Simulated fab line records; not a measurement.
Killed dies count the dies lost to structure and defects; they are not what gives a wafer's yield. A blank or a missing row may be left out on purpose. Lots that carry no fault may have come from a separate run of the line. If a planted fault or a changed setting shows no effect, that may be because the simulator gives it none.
Which tool was responsible? | flow n5-finfet | Sampling: 9 lots, 27 wafers, 6 of 1938 route steps

== WHAT THE GAUGES READ, wafer by wafer ==
N5_STI_FIN_REVEAL_INSPECT_13: inspects for defects (darkfield).
lot  | measured    | on                | raw-defect-count
L075 | day 2 20:25 | defect-inspect-01 | 16 10 15
L078 | day 3 13:36 | defect-inspect-02 | 10 8 8
L081 | day 4 06:27 | defect-inspect-02 | 11 15 8
L083 | day 4 20:37 | defect-inspect-01 | 4 4 14
L086 | day 5 18:41 | defect-inspect-02 | 20 14 15
L089 | day 6 07:12 | defect-inspect-01 | 9 17 15
L091 | day 6 19:47 | defect-inspect-01 | 6 12 7
L093 | day 7 06:58 | defect-inspect-02 | 19 12 12
L095 | day 7 19:08 | defect-inspect-02 | 11 39 13

== EACH LOT AND THE TOOL THAT RAN IT (in order: tool; ch and the chambers of the sampled wafers; start) ==
lot  | N5_FIN_SAQP_STRIP_77              | N5_FIN_CUT_DESCUM_13              | N5_FIN_CUT_ETCH_30                | N5_FIN_CUT_CUT_ETCH_28          | N5_STI_FIN_REVEAL_STRIP_24
L075 | rie-diel-01 ch 1,3, day 2 08:35   | rie-diel-02 ch 1,3, day 2 09:28   | rie-diel-02 ch 1,3, day 2 09:31   | rie-si-05 ch 1,2,3, day 2 10:10 | rie-diel-03 ch 0,1, day 2 16:42
L078 | rie-diel-06 ch 0,1,2, day 3 02:17 | rie-diel-02 ch 0,2,3, day 3 03:19 | rie-diel-02 ch 0,2,3, day 3 03:22 | rie-si-02 ch 1,2,3, day 3 04:22 | rie-diel-03 ch 0,2, day 3 10:25
L081 | rie-diel-03 ch 1,2,3, day 3 19:53 | rie-diel-04 ch 1,2, day 3 20:45   | rie-diel-04 ch 1,2, day 3 20:47   | rie-si-02 ch 0,1, day 3 21:26   | rie-diel-03 ch 1,3, day 4 03:22
L083 | rie-diel-06 ch 0,1, day 4 08:41   | rie-diel-02 ch 0,2, day 4 09:41   | rie-diel-02 ch 0,2, day 4 09:43   | rie-si-04 ch 0,1, day 4 10:22   | rie-diel-06 ch 1,2,3, day 4 17:37
L086 | rie-diel-03 ch 1,2,3, day 5 06:25 | rie-diel-05 ch 1,2, day 5 07:24   | rie-diel-05 ch 1,2, day 5 07:26   | rie-si-05 ch 0,3, day 5 08:23   | rie-diel-01 ch 0,1,3, day 5 15:25
L089 | rie-diel-06 ch 1,2, day 5 20:14   | rie-diel-05 ch 0,1,2, day 5 21:19 | rie-diel-05 ch 0,1,2, day 5 21:20 | rie-si-05 ch 1,2,3, day 5 21:59 | rie-diel-03 ch 1,3, day 6 04:09
L091 | rie-diel-03 ch 0,1,3, day 6 08:55 | rie-diel-04 ch 0,2,3, day 6 09:55 | rie-diel-04 ch 0,2,3, day 6 09:56 | rie-si-05 ch 0,1,2, day 6 10:35 | rie-diel-06 ch 0,2,3, day 6 16:46
L093 | rie-diel-01 ch 1,2,3, day 6 19:56 | rie-diel-02 ch 0,2, day 6 20:49   | rie-diel-02 ch 0,2, day 6 20:50   | rie-si-02 ch 1,2,3, day 6 21:29 | rie-diel-03 ch 0,1,3, day 7 03:37
L095 | rie-diel-03 ch 1,2,3, day 7 08:09 | rie-diel-04 ch 1,2,3, day 7 09:01 | rie-diel-04 ch 1,2,3, day 7 09:04 | rie-si-05 ch 0,3, day 7 09:44   | rie-diel-01 ch 0,3, day 7 15:57
- N5_FIN_SAQP_STRIP_77: strips in N2/H2, time 90 s.
- N5_FIN_CUT_DESCUM_13: chemistry O2, time 7 s.
- N5_FIN_CUT_ETCH_30: etches underlayer in N2/H2, target depth 13 nm, time 10.4 s.
- N5_FIN_CUT_CUT_ETCH_28: etches Si in HBr/Cl2/O2, target depth 6 nm, time 2.4 s.
- N5_STI_FIN_REVEAL_STRIP_24: strips in N2/H2, time 90 s.

== THE ANSWER, worked out from the rows above alone ==
Rule: what is usual is taken from the lots themselves. Put in order of their means at a reading, lots are off if they are a third of the lots or fewer, leave a main group of 4 or more, and stand apart from it by a gap of 3 or more times the standard deviation of the main group's means; of several such gaps the widest counts. If all means in a main group match to the digits the tables above print for the reading, that group is not used. A lot without any number at a reading at which 4 lots or more have one is off too. Any other lot the step has rows for is counted as sound.
Across all readings shown, no lot is off: no conclusion can be drawn from this.

== WHAT THE SIMULATOR PUT IN ==
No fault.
